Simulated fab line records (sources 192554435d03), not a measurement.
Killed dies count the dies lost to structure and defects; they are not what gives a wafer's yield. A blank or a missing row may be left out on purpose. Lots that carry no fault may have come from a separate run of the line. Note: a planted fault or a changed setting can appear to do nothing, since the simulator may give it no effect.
What tool caused it?    flow n5-finfet    route of 1938 steps, sampled at 1 step: 24 lots, 72 wafers

== WHAT THE GAUGES SHOWED, per wafer ==
N5_HKMG_FIN_INSPECT_28: inspects for defects (darkfield). Usual: raw-defect-count 41, standard deviation 17.
lot   measured      on                 raw-defect-count  flag
L074  day 4 07:42   defect-inspect-01  53 63 76          
L075  day 4 20:42   defect-inspect-01  97 47 71          
L076  day 4 20:54   defect-inspect-01  40 39 23          
L077  day 5 02:47   defect-inspect-01  39 17 34          
L078  day 5 08:08   defect-inspect-01  27 24 33          
L079  day 5 15:10   defect-inspect-02  28 34 22          
L080  day 5 21:07   defect-inspect-01  29 42 42          
L081  day 6 02:03   defect-inspect-01  20 35 25          
L082  day 6 08:09   defect-inspect-02  29 87 63          
L083  day 6 12:55   defect-inspect-01  46 59 47          
L084  day 6 19:22   defect-inspect-01  38 39 50          
L085  day 7 03:01   defect-inspect-02  41 50 43          
L086  day 7 08:32   defect-inspect-02  25 39 45          
L087  day 7 13:59   defect-inspect-01  31 60 26          
L088  day 7 19:58   defect-inspect-01  79 22 35          
L089  day 8 02:59   defect-inspect-02  57 46 47          
L090  day 8 06:34   defect-inspect-02  51 34 49          
L091  day 8 15:25   defect-inspect-01  52 41 25          
L092  day 8 18:54   defect-inspect-02  42 52 35          
L093  day 9 10:55   defect-inspect-02  29 29 23          
L094  day 9 20:28   defect-inspect-01  27 26 37          
L095  day 9 20:48   defect-inspect-02  32 35 50          
L096  day 10 07:11  defect-inspect-02  28 30 27          
L097  day 10 08:22  defect-inspect-01  28 48 36          

== WHICH TOOL RAN EACH LOT (tool, then ch and the chambers of the sampled wafers, then the start) ==
Record: no process step prior to these readings.

== WHAT THE TOOLS THEMSELVES READ (means of the sampled wafers that have a number; where no wafer has one, the mark that the record gives instead) ==
The record holds no such reading with a usual standard deviation.

== THE ANSWER, worked out from the rows above alone ==
Rule: lot off if the mean of its wafers having a number is beyond 3 standard deviations from the usual mean. Also off: a lot with no number at a reading for which 4 or more lots have one. Where the step has rows for the other lots, those lots are counted as sound. First the gauges in route order, then the tools' own readings, where a lot's mean is used as printed above. At the first step where some lot is off, the reading lying furthest off is the one used; lots without a number count as furthest.
No lot is off on any of the readings shown, so nothing can be concluded from this.

== WHAT HAD BEEN PUT IN BY THE SIMULATOR ==
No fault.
